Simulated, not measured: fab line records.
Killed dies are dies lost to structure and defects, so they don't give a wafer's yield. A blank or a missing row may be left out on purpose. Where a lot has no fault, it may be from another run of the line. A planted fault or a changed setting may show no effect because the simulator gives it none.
Code-filled problem report in 8D (eight disciplines) form ; flow nandHarc ; the parts of the form that need people (team, actions taken, sign-off) are left out

## 1. THE PROBLEM
killedAtArray at NHARC_END_SORT_01 reads a mean of 177 on 3 wafers of 2 lots; wafers without a fault read 55 with a standard deviation of 19. Measured from the usual mean, that is +6.4 standard deviations.
Seen first at day 26 08:45 on prober-01, wafer L769.2. The record has a number at this step for 18 wafers belonging to 6 lots. Rule for "out", or "out of limits": more than 4 standard deviations from the usual mean. Any other wafer with a number is counted as sound.

## 2. WHAT THIS IS AND IS NOT
question;is;is not
which readings at this step;killedAtArray, killedDies;killedAtOther, killedAtPeriphery, killedOpen, killedShort
which lots;L769, L772;L767, L780, L782, L788
which wafers of those lots;L769.2, L772.4, L772.6;L769.1, L769.3, L772.5
read on which gauges;prober-01, prober-02;-
when;from day 26 08:45;"up to then (4 sound wafers); but 11 sound wafers of L769, L772, L780, L782, L788 came after"

## 3. SUSPECTS, AND WHAT RULES EACH OUT
Counting: a tool at a process step up to the reading stays a suspect if it ran every lot that is out. Sound lots after the first of them don't rule it out here, since some wafers of a struck lot are sound.
- the gauge at NHARC_END_SORT_01 is ruled out. The wafers that are out were read on 2 gauges (prober-01, prober-02).
- rieDiel-03 at NHARC_A_STAIRCASE_ETCH_197 (etches the open film in C4F8/O2, target depth 100 nm, time 40.5 s): kept. Ran every lot that is out, first one L769 (day 17 20:11); last sound lot up to then L767 (day 16 22:06). Because NHARC_A_STAIRCASE_ETCH_197 lacks a start for some lots, the hours and order of its lots are taken from NHARC_A_STAIRCASE_ETCH_203.
- rieDiel-03 at NHARC_A_STAIRCASE_ETCH_203 (etches the open film in C4F8/O2, target depth 100 nm, time 40.5 s): kept. Ran every lot that is out, first one L769 (day 17 20:11); last sound lot up to then L767 (day 16 22:06). On those wafers its own readings are out: runLengthS.
- In rieDiel-03 at NHARC_A_STAIRCASE_ETCH_203, the wafers that are out were processed in chamber 0 and their sound lot-mates in chambers 1, 3.
Left after counting: rieDiel-03 at NHARC_A_STAIRCASE_ETCH_197, rieDiel-03 at NHARC_A_STAIRCASE_ETCH_203.

## 4. THE CAUSE (what the simulator had put in)
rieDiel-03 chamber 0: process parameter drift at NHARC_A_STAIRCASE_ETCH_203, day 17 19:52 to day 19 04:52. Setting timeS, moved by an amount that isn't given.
This tool is one of the 2 suspects left after counting.

## 5. SEQUENCE OF EFFECTS, ordered by route
One row per reading whose mean, taken over the struck wafers that have a number, lies over 3 standard deviations from the usual. Readings are gone through only where the record gives a usual standard deviation; hours: the median, over the lots, of the time from a lot's start at the first step in this table giving one to that lot's start at this step; sigmas: the change measured in usual standard deviations.
hours;step;reading;usual;on struck wafers;change;sigmas
0;NHARC_A_STAIRCASE_ETCH_203;runLengthS;61.9 s;71.7;+9.8;+23
206;NHARC_END_SORT_01;killedAtArray;55;177;+122;+6.4
206;NHARC_END_SORT_01;killedDies;60;182;+122;+6.4
Process steps it contains:
- NHARC_A_STAIRCASE_ETCH_203: etches the open film in C4F8/O2, target depth 100 nm, time 40.5 s.

## 6. HOW IT WOULD HAVE BEEN CAUGHT EARLIER
In this record the first reading out of limits at a measuring or inspecting step was taken at day 26 08:45, 205 hours after the fault began at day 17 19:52.
The tool's own readings at NHARC_A_STAIRCASE_ETCH_203 were out on every struck wafer that the step has a row for (runLengthS): an alarm limit on them would have fired on the first of those.
Lots out: 2; all had begun NHARC_A_STAIRCASE_ETCH_203 on rieDiel-03 by day 26 08:45. Tool hold at that time: it would have spared none of them.
